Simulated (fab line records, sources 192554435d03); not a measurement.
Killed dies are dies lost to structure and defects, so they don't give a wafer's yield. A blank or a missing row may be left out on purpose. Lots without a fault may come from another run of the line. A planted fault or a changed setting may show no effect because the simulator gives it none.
A struck lot beside a sound one | flow n5_finfet | 37 steps out of a route of 1938
Sound: wafers L838.2, L838.3, L838.6. Struck: wafer L830.5. (L830.4, L830.6 of the same lot were not struck and are left out.) The cause comes at the end.
At each step with rows: each side's tool, then ch and its chambers, then its first start. Under that, the readings that differ: sound wafers | struck wafers | difference of the means | sigmas: that difference in standard deviations of wafers without a fault.
alike: readings whose means differ by less than 2 such deviations, and words and numbers that are the same on both sides. not compared: withheld readings, readings that some wafer has no value for, bounds like >300 that may hide the same value, and numbers for which the record gives no deviation and whose values overlap.
The two part at a step that has a row with sigmas, a row that says differs or no value, or rows on one side only. Numbers that don't overlap but have no deviation are shown without sigmas and don't part them. A reading that every wafer of one side lacks parts them only if that side has two wafers or more.

first, 9 steps without rows for these wafers: N5_BEOL_M14_PRE_CLEAN_42 (time 30 s); N5_BEOL_M14_SPUTTER_43 (material TaN, target thk 15 nm, time 24.19 s); N5_BEOL_M14_SPUTTER_44 (material Ta, target thk 15 nm, time 24.19 s); N5_BEOL_M14_SPUTTER_45 (material Cu, target thk 100 nm, time 16.67 s); N5_BEOL_M14_ECD_47 (material Cu, target thk 1248 nm); N5_BEOL_M14_ANNEAL_48 (time 90 s); N5_BEOL_M14_CMP_49 (polishes, stops on SiO2, t overpolish 5.2 s, target thk 560 nm); N5_BEOL_M14_PRE_CLEAN_52 (time 15 s); N5_BEOL_M14_DEP_53 (deposits SiCN from 3MS/NH3, target thk 50 nm, time 17.8 s).
N5_BEOL_M15_ILD_DEP_00: deposits SiO2 from TEOS/O2, target thk 1629.3 nm, time 346.1 s.
  sound on pecvd-03 ch 0,1,2, day 16 15:01; struck on pecvd-02 ch 1, day 14 13:18
  reading                                       | sound             | struck | difference | sigmas
  run_length_s (s)                              | 389.1 389.8 388.7 | 254.9  | -134.3     | -99 or more
  throttle_valve_pct (%)                        | 18.3 18.6 16.6    | 20.7   | +2.9       | +2
  model.SiO2_of_BEOL_M15_ILD_DEP_00.thk_nm (nm) | 1600 1573 1624    | 1006   | -593       |
  alike: heater_power_w, showerhead_plenum_p_Torr, showerhead_vpp_V
  not compared: rf_fwd_power_W, since_wet_clean_h, susceptor_temp_C
N5_BEOL_M15_THK_MEAS_01:
  sound on film_metro-01, day 16 15:16; struck on film_metro-01, day 14 13:26
  reading          | sound          | struck | difference | sigmas
  M15_ILD_THK (nm) | 1599 1573 1623 | 1006   | -592       | -31
then, 10 steps without rows for these wafers: N5_BEOL_M15_COAT_58 (time 60 s, resist thk 89 nm); N5_BEOL_M15_COAT_04 (resist thk 800 nm); N5_BEOL_M15_EBR_06; N5_BEOL_M15_SOFTBAKE_05 (time 60 s); N5_BEOL_M15_EXPOSE_07 (exposes mask V14); N5_BEOL_M15_PEB_08 (peb time 90 s); N5_BEOL_M15_DEVELOP_09 (develop time 45 s); N5_BEOL_M15_HARDBAKE_14 (time 120 s); N5_BEOL_M15_DESCUM_15 (chemistry O2, time 7.9 s); N5_BEOL_M15_ETCH_59 (etches BARC in N2/H2, target depth 89 nm, overetch 26.7 nm, time 67.9 s).
N5_BEOL_M15_VIA_ETCH_16: etches SiO2 in C4F8/O2/Ar, target depth 1792.2 nm.
  sound on rie_diel-02 ch 0,2, day 16 15:44; struck on rie_diel-06 ch 0, day 14 13:55
  reading                                    | sound             | struck | difference | sigmas
  rf_fwd_power_W (W)                         | 1910 1900 1902    | 1892   | -12        | -2
  model.etch.depth_nm (nm)                   | 1600 1573 1624    | 1006   | -593       |
  model.coat_of_BEOL_M15_COAT_04.thk_nm (nm) | 338.2 341.6 332.4 | 477.6  | +140.2     |
  alike: bias_w, chamber_pressure_mTorr, drypump_motor_current_A, oes_o_777_au, oes_product_au, rf_vpp_V, showerhead_plenum_p_Torr, throttle_valve_pct
then, 4 steps without rows for these wafers: N5_BEOL_M15_STRIP_63 (strips in O2); N5_BEOL_M15_STRIP_64 (strips in O2); N5_BEOL_M15_STRIP_65 (strips in post etch residue remover, time 60 s); N5_BEOL_M15_SRD_66 (time 30 s, dry time 30 s).
N5_BEOL_M15_CD_MEAS_17: target cd 360 nm.
  sound on cd_sem-02, day 16 16:09; struck on cd_sem-01, day 14 14:20
  reading    | sound             | struck | difference | sigmas
  cd_nm (nm) | 359.2 359.2 358.9 | 352.0  | -7.1       | -5
then, 9 steps without rows for these wafers: N5_BEOL_M15_COAT_56 (time 60 s, resist thk 550 nm); N5_BEOL_M15_ETCH_57 (etches SOC in N2/H2, time 750 s); N5_BEOL_M15_COAT_60 (time 60 s, resist thk 89 nm); N5_BEOL_M15_COAT_22 (resist thk 800 nm); N5_BEOL_M15_EBR_24; N5_BEOL_M15_SOFTBAKE_23 (time 60 s); N5_BEOL_M15_EXPOSE_25 (exposes mask M15, target cd 400 nm); N5_BEOL_M15_PEB_26 (peb time 90 s); N5_BEOL_M15_DEVELOP_27 (develop time 45 s).
N5_BEOL_M15_CMP_49: polishes, stops on SiO2, t overpolish 4.9 s, target thk 850 nm.
  sound on cmp-04 ch 0,1,3, day 16 21:15; struck on cmp-01 ch 2, day 14 18:35
  reading                                       | sound          | struck | difference | sigmas
  model.SiO2_of_BEOL_M15_ILD_DEP_00.thk_nm (nm) | 1520 1494 1545 | 926.8  | -592.9     |
  alike: motor_current_A
  not compared: pad_life_wafers

WHERE THEY PART
First at N5_BEOL_M15_ILD_DEP_00; last, within this record, at N5_BEOL_M15_CD_MEAS_17. Later steps at which nothing parts them and some readings are alike: N5_BEOL_M15_CMP_49.

WHY: what the simulator had put in
Process parameter drift: pecvd-02, from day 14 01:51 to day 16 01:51, at N5_BEOL_M15_ILD_DEP_00. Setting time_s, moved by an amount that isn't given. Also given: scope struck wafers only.
